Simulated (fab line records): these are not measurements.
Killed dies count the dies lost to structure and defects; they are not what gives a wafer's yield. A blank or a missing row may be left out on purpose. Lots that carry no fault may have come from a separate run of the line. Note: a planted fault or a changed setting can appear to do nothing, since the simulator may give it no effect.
Matching of chambers | flow nandHarc | NHARC_A_STAIRCASE_ETCH_169 on rieDiel-01: 4 sister chambers
The step etches the open film in CH3F/O2, target depth 50 nm, time 107.1 s. 4 wafers are shown with their chamber, then 8 later ones without.

== WAFERS WITH THEIR CHAMBER ==
wafer  | chamber | showerheadPlenumPTorr (Torr)
L085.4 | 1       | 2.53
L091.3 | 0       | 2.55
L091.6 | 3       | 2.54
L094.1 | 2       | 2.28

== WAFERS MISSING THEIR CHAMBER ==
wafer  | showerheadPlenumPTorr (Torr)
L094.2 | 2.55
L094.4 | 2.54
L095.1 | 2.52
L095.3 | 2.54
L095.4 | 2.28
L097.2 | 2.52
L097.4 | 2.28
L097.5 | 2.52

== WHICH CHAMBER EACH ONE RAN IN ==
wafer  | from the rows above          | in truth
L094.2 | can't be placed: 0 or 3      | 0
L094.4 | can't be placed: 3 or 0 or 1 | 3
L095.1 | can't be placed: 1 or 3      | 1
L095.3 | can't be placed: 3 or 0 or 1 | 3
L095.4 | 2                            | 2
L097.2 | can't be placed: 1 or 3      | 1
L097.4 | 2                            | 2
L097.5 | can't be placed: 1 or 3      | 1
Correct placement for 2 of the 8. Not placeable from these rows: 6 (in 6, the candidates include the true chamber). Number placed wrongly: 0.
How it was worked out, from the rows above alone: a wafer's distance from a chamber is the root of the sum, over the readings, of the square of ((its reading less the chamber's mean) divided by the reading's scatter). The wafer belongs to the nearest chamber; if the next one is less than 2 further off, it can't be placed. The mean given for a chamber averages the wafers shown for that chamber. The scatter (one wafer shown for each chamber): square how far every hidden wafer sits from the nearest shown wafer, average those squares and take the square root.
